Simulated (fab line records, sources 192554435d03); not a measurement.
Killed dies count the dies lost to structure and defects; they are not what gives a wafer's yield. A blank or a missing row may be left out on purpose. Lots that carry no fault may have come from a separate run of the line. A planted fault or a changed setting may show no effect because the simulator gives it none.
Tool commonality check -- flow n5Finfet -- Lots sampled 10, wafers sampled 30

## WHAT PROMPTED THE OPENING
On 2 of the 10 lots, a flag is raised at N5_BEOL_M10_INSPECT_58 on the reading rawDefectCount. Fault-free wafers read 75, with a standard deviation of 30.
Rule: flag the lot when none of its wafers has a number, or when each of its wafers that has one lies beyond 4 standard deviations from that mean. As for the other lots, they are considered sound.

lot,measured,on,"rawDefectCount, wafer by wafer",flag
L169,day 10 02:37,defectInspect-02,118 114 60,
L172,day 10 21:09,defectInspect-02,66 51 67,
L170,day 10 21:17,defectInspect-01,48 74 78,
L173,day 10 23:58,defectInspect-02,104 87 75,
L171,day 11 01:47,defectInspect-02,59 73 58,
L176,day 11 10:28,defectInspect-02,62 74 54,
L174,day 11 15:25,defectInspect-02,49 40 72,
L181,day 13 18:05,defectInspect-01,537 496 534,FLAGGED
L182,day 14 03:53,defectInspect-01,540 507 468,FLAGGED
L191,day 15 21:19,defectInspect-02,70 112 116,
The numbers of the flagged lots are 514 on average: +439 against the usual, or +15 standard deviations.

## LOT BY LOT: THE TOOL USED
2 process steps preceding the reading are held in the record, out of 1938 steps in the route. Cell contents, in order: the tool; ch with the chambers the sampled wafers went through; the start.
lot,flag,N5_BEOL_M10_SPUTTER_48,N5_BEOL_M10_PRE_CLEAN_55
L169,,"pvdSputter-02, day 10 01:04","pecvd-01 ch 0,1, day 10 02:28"
L172,,"pvdSputter-01, day 10 20:02","pecvd-01 ch 1,2, day 10 21:01"
L170,,"pvdSputter-01, day 10 20:09","pecvd-03 ch 0,2, day 10 21:10"
L173,,"pvdSputter-02, day 10 22:53","pecvd-01 ch 1,2, day 10 23:50"
L171,,"pvdSputter-03, day 11 00:39","pecvd-03 ch 0,1,2, day 11 01:41"
L176,,"pvdSputter-02, day 11 09:15","pecvd-03 ch 0,2, day 11 10:18"
L174,,"pvdSputter-03, day 11 13:54","pecvd-02 ch 0,1,2, day 11 15:17"
L181,FLAGGED,"pvdSputter-03, day 13 16:49","pecvd-01 ch 0,1,2, day 13 17:58"
L182,FLAGGED,"pvdSputter-01, day 14 02:50","pecvd-01 ch 0,1,2, day 14 03:46"
L191,,"pvdSputter-01, day 15 20:20","pecvd-02 ch 1,2, day 15 21:11"
These steps, and what they do:
- N5_BEOL_M10_SPUTTER_48: material Cu, target thk 12 nm, time 2 s.
- N5_BEOL_M10_PRE_CLEAN_55: time 15 s.
- N5_BEOL_M10_INSPECT_58: inspects for defects (darkfield).

## FLAGGED OVER TOTAL, TOOL BY TOOL (the gauges that took the reading come last)
step,tool,lots run,flagged,share of the flagged lots,sound lots run after its first flagged lot
N5_BEOL_M10_SPUTTER_48,pvdSputter-01,4,1,some,1 (L191)
N5_BEOL_M10_SPUTTER_48,pvdSputter-02,3,0,none,-
N5_BEOL_M10_SPUTTER_48,pvdSputter-03,3,1,some,0
N5_BEOL_M10_PRE_CLEAN_55,pecvd-01,5,2,all,0
N5_BEOL_M10_PRE_CLEAN_55,pecvd-02,2,0,none,-
N5_BEOL_M10_PRE_CLEAN_55,pecvd-03,3,0,none,-
N5_BEOL_M10_INSPECT_58,defectInspect-01,3,2,all,0
N5_BEOL_M10_INSPECT_58,defectInspect-02,7,0,none,-

## WHAT THE TABLE PERMITS
2 rows of the table ran every flagged lot: pecvd-01 at N5_BEOL_M10_PRE_CLEAN_55, defectInspect-01 at N5_BEOL_M10_INSPECT_58.
- pecvd-01 at N5_BEOL_M10_PRE_CLEAN_55: 2 of its 5 lots flagged. A fault beginning between L173 (day 10 23:50), its last sound lot, and L181 (day 13 17:58), its first flagged one, fits the data.
- defectInspect-01 at N5_BEOL_M10_INSPECT_58: 2 of its 3 lots flagged. A fault beginning between L170 (day 10 21:17), its last sound lot, and L181 (day 13 18:05), its first flagged one, fits the data.
A lot count leaves these 2 tools indistinguishable: every one of them fits a fault beginning at some hour. More lots, or a look at what each step does to the wafer, might.

## WHAT THE SIMULATOR PUT IN
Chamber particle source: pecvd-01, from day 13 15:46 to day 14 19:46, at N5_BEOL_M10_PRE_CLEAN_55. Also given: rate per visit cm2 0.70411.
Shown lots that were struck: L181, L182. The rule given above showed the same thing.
